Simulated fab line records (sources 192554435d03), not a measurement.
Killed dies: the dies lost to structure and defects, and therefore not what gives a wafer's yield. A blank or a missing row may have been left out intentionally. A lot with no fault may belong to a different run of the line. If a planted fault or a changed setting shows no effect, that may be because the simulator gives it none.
A struck lot beside a sound one -- flow n5 finfet -- 20 out of 1938 route steps
Sound: the wafers L787.3, L787.5, L787.6. Wafers L798.1, L798.4, L798.6 were the ones struck. The cause comes at the end.
For every step that has rows: the tool of each side, followed by ch and its chambers, followed by its first start. Under that, the readings that differ: sound wafers -- struck wafers -- difference of the means -- sigmas: that difference in standard deviations of wafers without a fault.
alike: readings whose means differ by less than 2 such deviations, and words and numbers that are the same on both sides. not compared: withheld readings, readings that some wafer has no value for, bounds like >300 that may hide the same value, and numbers for which the record gives no deviation and whose values overlap.
Wherever a step has rows on one side only, a row that says differs or no value, or a row with sigmas, the two part there. Non-overlapping numbers with no deviation appear without sigmas and do not part them. Lack of a reading on every wafer of one side parts them only where that side has two or more wafers.

N5_FIN_CUT_INSPECT_10: inspects for defects (brightfield).
  sound: defect inspect-01 at day 3 16:47; struck: defect inspect-02 at day 6 09:26
  alike: raw defect count
then, 1 step without rows for these wafers: N5_FIN_CUT_DESCUM_13 (chemistry O2, time 7 s).
N5_FIN_CUT_ETCH_30: etches underlayer in N2/H2, target depth 13 nm, time 10.4 s.
  sound on rie diel-06 ch 0,1,3, day 3 16:55; struck on rie diel-05 ch 0,1, day 6 09:35
reading,sound,struck,difference,sigmas
oes product au (a.u.),0.60 0.57 0.71,0.78 0.73 0.79,+0.14,+2
  alike: chamber pressure mTorr, drypump motor current A, etch rf on time s, rf vpp V, showerhead plenum p Torr, throttle valve pct
  not compared: rf hours counter h
then, 5 steps without rows for these wafers: N5_FIN_CUT_ETCH_20 (etches SiARC in CF4, target depth 26 nm, time 43.3 s); N5_FIN_CUT_ETCH_21 (etches SOC in N2/H2, target depth 219 nm, overetch 43.8 nm, time 523.5 s); N5_FIN_CUT_STRIP_23 (strips in N2/H2); N5_FIN_CUT_STRIP_31 (strips in N2/H2); N5_FIN_CUT_STRIP_24 (strips in CF4).
N5_FIN_CUT_CUT_ETCH_26: etches SiNx in CH3F/O2, target depth 39 nm, time 55.7 s.
  sound on rie diel-06 ch 0,1,3, day 3 17:20; struck on rie diel-05 ch 0,1, day 6 09:59
reading,sound,struck,difference,sigmas
O2_flow_sccm (sccm),20.02 20.10 20.16,19.85 19.96 19.95,-0.17,-3
oes product au (a.u.),0.70 0.68 0.83,0.92 0.85 0.92,+0.16,+2
  alike: chamber pressure mTorr, drypump motor current A, rf vpp V, showerhead plenum p Torr, throttle valve pct
  not compared: rf hours counter h
N5_FIN_CUT_CUT_ETCH_27: etches SiO2 in CHF3/O2, target depth 4 nm, overetch 2 nm, time 4.9 s.
  sound on rie diel-06 ch 0,1,3, day 3 17:22; struck on rie diel-05 ch 0,1, day 6 10:02
reading,sound,struck,difference,sigmas
oes product au (a.u.),0.57 0.54 0.66,0.72 0.68 0.72,+0.12,+2
  alike: O2_flow_sccm, chamber pressure mTorr, drypump motor current A, rf vpp V, showerhead plenum p Torr, throttle valve pct
  not compared: rf hours counter h
then, 1 step without rows for these wafers: N5_FIN_CUT_PRECLEAN_35 (cleans in vHF, time 13.3 s).
N5_FIN_CUT_CUT_ETCH_15: etches Si in HBr/Cl2/O2, target depth 100 nm, bt time 10 s, time 42.4 s.
  sound on rie si-06 ch 0,1,3, day 3 17:35; struck on rie si-03 ch 1,2, day 6 10:32
  alike: O2_flow_sccm, chamber pressure mTorr, drypump motor current A, mfc cl2 sccm, oes product au, throttle valve pct
  not compared: rf hours counter h
N5_FIN_CUT_CUT_ETCH_28: etches Si in HBr/Cl2/O2, target depth 6 nm, time 2.4 s.
  sound on rie si-06 ch 0,1,3, day 3 17:38; struck on rie si-03 ch 1,2, day 6 10:35
  alike: O2_flow_sccm, chamber pressure mTorr, drypump motor current A, mfc cl2 sccm, oes product au, throttle valve pct
  not compared: rf hours counter h
N5_FIN_CUT_STRIP_22: strips in N2/H2.
  sound on rie diel-02 ch 2,3, day 3 17:46; struck on rie diel-05 ch 0,1,3, day 6 10:40
  alike: chamber pressure mTorr, drypump motor current A, oes product au, rf vpp V, showerhead plenum p Torr, throttle valve pct
  not compared: rf hours counter h
then, 3 steps without rows for these wafers: N5_FIN_CUT_PRECLEAN_36 (cleans in O3/DIW, time 60 s); N5_FIN_CUT_SRD_32 (time 30 s); N5_FIN_CUT_UV_OZONE_34 (time 120 s).
N5_FIN_CUT_INSPECT_17: inspects for defects (brightfield).
  sound: defect inspect-01 at day 3 17:56; struck: defect inspect-01 at day 6 10:49
reading,sound,struck,difference,sigmas
raw defect count,174 144 202,964 878 998,+773,+12
then, 1 step without rows for these wafers: N5_STI_FIN_REVEAL_ALD_00 (deposits SiO2, target thk 1 nm, pulse time 1 s).
-- a jump in the record: the struck wafers' starts before and after are 5 days apart (it breaks off in module STI_FIN_REVEAL and resumes in module BEOL_M4, where the first step shown is number 1111 of the route) --
N5_BEOL_M4_RC_MEAS_101:
  sound on prober-01 ch 0, day 9 09:21; struck on prober-02 ch 0, day 11 19:54
  alike: DIBL_N, DIBL_P, IOFF_N, IOFF_P, ION_N, ION_P, SS_N, SS_P, VT_N, VT_P

## WHERE THEY PART
Last at N5_FIN_CUT_INSPECT_17 as far as this record goes, first at N5_FIN_CUT_ETCH_30. Later steps at which nothing parts them and some readings are alike: N5_BEOL_M4_RC_MEAS_101.

WHY: what the simulator had put in
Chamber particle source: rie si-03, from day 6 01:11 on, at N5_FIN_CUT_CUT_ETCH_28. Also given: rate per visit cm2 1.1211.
